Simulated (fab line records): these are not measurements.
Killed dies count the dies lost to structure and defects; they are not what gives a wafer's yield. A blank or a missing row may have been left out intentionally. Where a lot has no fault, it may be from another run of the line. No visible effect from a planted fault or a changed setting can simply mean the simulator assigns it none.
Lot-split experiment	flow n5_finfet	on a route of 1938 steps: 7 lots, 21 wafers read

== ABOUT THE SPLIT ==
At N5_FIN_SAQP_EXPOSE_13 (exposes mask FIN CORE, target cd 35.6 nm), the setting dose_mj was moved away from the recipe's 63.25 on 6 of the 21 wafers read, by -3.4% to +7.4%. For the rest of the wafers, this setting stayed at what the recipe calls for.

== FROM THE SPLIT TO THE READING: what the file shows between them, 2 steps ==
- N5_FIN_SAQP_PEB_14: peb time 60 s
- N5_FIN_SAQP_DEVELOP_15: develop time 30 s

== THE READING ==
cd_nm at N5_FIN_SAQP_CD_MEAS_16, given in nm (cd target 35.6 nm). Typical for fault-free wafers on this fab line: 35.5 nm, with standard deviation 0.32 nm.

wafer	tool, chamber at the split	dose_mj as run	against the recipe	cd_nm, nm	against lot-mates on the recipe
L075.1	arfi_scanner-02, 0	65.47	+3.5%	34.3	-0.9
L075.5	arfi_scanner-02, 0	65.47	+3.5%	34.0	-1.2
L075.6	arfi_scanner-02, 0	63.25	recipe	35.2	-
L083.2	arfi_scanner-03, 0	63.25	recipe	35.5	-
L083.5	arfi_scanner-03, 0	63.25	recipe	35.3	-
L083.6	arfi_scanner-03, 0	63.25	recipe	35.3	-
L086.2	arfi_scanner-01, 0	63.25	recipe	35.8	-
L086.3	arfi_scanner-01, 0	63.25	recipe	35.6	-
L086.4	arfi_scanner-01, 0	67.93	+7.4%	33.5	-2.2
L087.1	arfi_scanner-01, 0	63.25	recipe	35.4	-
L087.4	arfi_scanner-01, 0	61.37	-3.0%	36.6	+1.0
L087.6	arfi_scanner-01, 0	63.25	recipe	35.8	-
L090.1	arfi_scanner-01, 0	61.09	-3.4%	36.1	+0.7
L090.4	arfi_scanner-01, 0	63.25	recipe	35.4	-
L090.5	arfi_scanner-01, 0	61.09	-3.4%	36.4	+1.0
L091.2	arfi_scanner-03, 0	63.25	recipe	35.2	-
L091.4	arfi_scanner-03, 0	63.25	recipe	35.0	-
L091.6	arfi_scanner-03, 0	63.25	recipe	35.1	-
L095.1	arfi_scanner-03, 0	63.25	recipe	35.8	-
L095.2	arfi_scanner-03, 0	63.25	recipe	35.6	-
L095.3	arfi_scanner-03, 0	63.25	recipe	35.2	-

FIT RESULTS
A straight line over all 21 wafers: cd_nm changes by -0.289 nm for each +1% of dose_mj; r = -0.93; the points scatter about the line by 0.27 nm.
The same after taking each lot's own level away (the mean of its wafers on the recipe; 21 wafers): -0.29 nm for each +1%; r = -0.97; scatter 0.16 nm.
The reading moves by 2.1 nm for the largest change in dose_mj, on that fit.
From 35.10 to 35.70 nm: that is the span of the lots' own levels, equal to 1.9 times the standard deviation above.
Hence the lot-to-lot level has little effect on the slope; both slopes agree.
Check: with one of the wafers moved furthest among these (+7.4%) left out of the fit, the line predicts -2.12 nm for it against its lot-mates. Against them it came out at -2.2 nm.

== FURTHER SPLITS ON THESE WAFERS ==
Before the reading, these wafers also passed through other splits. Each is held against what the fit with the lots' levels taken away leaves over:
other split on the same wafers	wafers away from the commonest value	r with cd_nm (lot level and that fit taken away)
N5_ZERO_LAYER_EXPOSE_08 dose_mj	9	+0.12
N5_ZERO_LAYER_DEVELOP_10 develop_time_s	6	-0.17
N5_PMOS_HMC_CHANNEL_EPI_PEB_07 peb_temp_c	7	-0.05
N5_PMOS_HMC_CHANNEL_EPI_ETCH_32 bias_w	6	+0.06

== FILE'S OWN FIT ==
cd_nm changes by -0.297 nm for each +1% of dose_mj, r = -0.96.
